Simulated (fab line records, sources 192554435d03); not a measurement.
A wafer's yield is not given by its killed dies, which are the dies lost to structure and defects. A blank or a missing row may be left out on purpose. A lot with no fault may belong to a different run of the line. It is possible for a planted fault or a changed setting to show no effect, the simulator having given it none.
Comparing a struck lot with a sound one ; flow n5_finfet ; 32 out of 1938 route steps
Sound: these wafers, L114.1, L114.2, L114.4. The struck wafers were L129.3, L129.4, L129.6. The cause is given at the end.
Each step with rows lists, per side, the tool, then ch with its chambers, then its first start. Under that, the readings that differ: sound wafers ; struck wafers ; difference of the means ; sigmas: that difference in standard deviations of wafers without a fault.
alike: same words and numbers on both sides, and readings whose means sit less than 2 such deviations apart. not compared: any withheld reading, any reading some wafer has no value for, any bound like >300 that may hide the same value, and any number with overlapping values for which the record gives no deviation.
The two part at a step that has a row with sigmas, a row that says differs or no value, or rows on one side only. Numbers that have no deviation but don't overlap get no sigmas and don't part them. Lack of a reading on every wafer of one side parts them only where that side has two or more wafers.

first, 10 steps without rows for these wafers: N5_SD_EPI_P_SRD_20 (time 30 s); N5_SD_EPI_P_PRECLEAN_51 (cleans in NF3:NH3, afs cycles 1, time 20 s, sublimation time 60 s); N5_SD_EPI_P_VAPOR_ETCH_44 (etches SiGe30 in NF3/Ar, time 3.3 s); N5_SD_EPI_P_EPI_21 (deposits SiGe:B, time 355 s); N5_SD_EPI_P_HM_STRIP_48 (strips SiNx in H3PO4, material SiNx, target depth 3 nm); N5_SD_EPI_P_SRD_49 (time 30 s); N5_SD_EPI_P_PRECLEAN_24 (cleans in O3/DIW, time 45 s); N5_SD_EPI_P_PRECLEAN_32 (cleans in dHF, time 10 s); N5_SD_EPI_P_PRECLEAN_33 (cleans in SC2, time 45 s); N5_SD_EPI_P_SRD_25 (time 30 s).
N5_SD_ACTIVATION_RTA_00: time 0 s.
  sound on rtp_anneal-02 ch 0, day 5 06:03; struck on rtp_anneal-02 ch 0, day 8 23:46
reading;sound;struck;difference;sigmas
lamp_power_pct (%);8.88 9.01 8.95;9.34 9.34 9.42;+0.42;+8
lamp_zone_1_pct (%);8.923 8.956 8.974;9.374 9.323 9.354;+0.399;+18
lamp_zone_2_pct (%);8.981 8.946 8.923;9.389 9.362 9.341;+0.414;+16
lamp_zone_3_pct (%);8.963 8.972 8.947;9.331 9.347 9.352;+0.383;+15
lamp_zone_4_pct (%);8.942 8.961 8.976;9.342 9.326 9.340;+0.376;+14
lamp_zone_5_pct (%);8.952 8.984 8.989;9.357 9.337 9.372;+0.380;+17
lamp_zone_6_pct (%);8.838 8.896 8.861;9.307 9.293 9.266;+0.424;+16
lamp_zone_7_pct (%);9.363 9.371 9.357;9.744 9.762 9.738;+0.384;+15
  alike: wafer_temp_C_max
then, 19 steps without rows for these wafers: N5_SD_ACTIVATION_LSA_01 (time 0.0008 s); N5_ILD0_LINER_00 (material SiNx, target thk 4 nm, pulse time 1 s, purge time 2 s); N5_ILD0_FCVD_FILL_01 (material SiO2 flowable, target thk 200 nm, time 328.3 s); N5_ILD0_CURE_02 (time 1800 s); N5_ILD0_CMP_03 (polishes, stops on SiNx, t overpolish 1.9 s, target thk 197.38 nm); N5_ILD0_CMP_07 (polishes SiO2 flowable, stops on poly-Si, t overpolish 1.18 s, target thk 138.88 nm); N5_ILD0_PRECLEAN_10 (cleans in NF3:NH3, afs cycles 5, time 20 s, sublimation time 60 s); N5_ILD0_ALD_15 (deposits SiNx, target thk 24 nm, pulse time 1 s, ald cycles 480); N5_ILD0_CMP_12 (polishes SiNx, stops on poly-Si, t overpolish 6 s, target thk 17.67 nm); N5_SDB_HM_DEP_00 (deposits SiNx from SiH4/NH3/N2, target thk 40 nm, time 35.3 s); N5_SDB_COAT_03 (time 60 s, resist thk 100 nm); N5_SDB_COAT_04 (time 60 s, resist thk 18 nm); N5_SDB_COAT_05 (resist thk 90 nm); N5_SDB_EBR_07; N5_SDB_SOFTBAKE_06 (time 60 s); N5_SDB_EXPOSE_08 (exposes mask SDB); N5_SDB_PEB_09 (peb time 60 s); N5_SDB_DEVELOP_10 (develop time 30 s); N5_SDB_DESCUM_16 (chemistry O2, time 7.9 s).
-- the record jumps here: 5 days lie between the struck wafers' starts before and after (it left off in module SDB and takes up again in module BEOL_M4, whose first step shown is number 1111 of the route) --
N5_BEOL_M4_RC_MEAS_101:
  sound on prober-02 ch 0, day 10 07:27; struck on prober-02 ch 0, day 14 08:02
reading;sound;struck;difference;sigmas
DIBL_N (mV/V);36.5 34.8 35.1;46.6 46.9 47.8;+11.6;+6
IOFF_N (nA/um);0.18 0.13 0.14;0.40 0.41 0.50;+0.29;+8
IOFF_N_85C (nA/um);3.3 2.6 2.7;6.6 6.8 7.9;+4.2;+7
IOFF_N_LIN (nA/um);0.078 0.060 0.063;0.135 0.140 0.165;+0.080;+6
IOFF_P (nA/um);0.22 0.18 0.18;0.26 0.25 0.31;+0.08;+2
IOFF_P_LIN (nA/um);0.101 0.087 0.087;0.122 0.117 0.138;+0.034;+3
ION_N (uA/um);682 667 673;712 738 733;+54;+4
ION_P (uA/um);465 460 459;474 479 478;+16;+2
REXT_N (ohm.um);71.6 72.7 73.1;65.6 65.6 65.8;-6.8;-4
REXT_P (ohm.um);98.1 99.8 99.8;91.0 91.7 91.2;-7.9;-4
SS_N (mV/dec);71.7 70.7 70.9;74.0 74.2 74.4;+3.1;+5
VT_N (mV);247 255 253;238 237 235;-15;-4
VT_N_LVT (mV);97 103 103;87 87 84;-15;-4
  alike: DIBL_P, SS_P, VT_P
-- record jumps: 5 days separate the struck wafers' starts on either side; left off in module BEOL_M4, taken up again in module PASSIVATION, whose first shown step is the route's number 1936 --
N5_PASSIVATION_PROBE_49:
  struck on prober-02, day 19 06:39; sound on prober-02, day 14 22:40
reading;sound;struck;difference;sigmas
sort_bin_4_leakage (%);0 0;8.22 12.46 44.41;+21.70;+99 or more
sort_n_pass;1074 1087;978 938 554;-257;-15
sort_yield_pct (%);91.0 92.1;82.9 79.5 46.9;-21.8;-16
  alike: defect_limited_yield, killed_at_M0_to_M3, killed_at_M4_up, killed_at_contacts, killed_at_front_end, killed_at_other, killed_dies, killed_on_rim, killed_open, killed_short, sort_bin_5_function, sort_bin_6_memory

WHERE THEY PART
Earliest at N5_SD_ACTIVATION_RTA_00; latest, in this record, at N5_PASSIVATION_PROBE_49.

WHY: what had been put in by the simulator
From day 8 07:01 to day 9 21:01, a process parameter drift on rtp_anneal-02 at N5_SD_ACTIVATION_RTA_00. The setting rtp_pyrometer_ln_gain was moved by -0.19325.
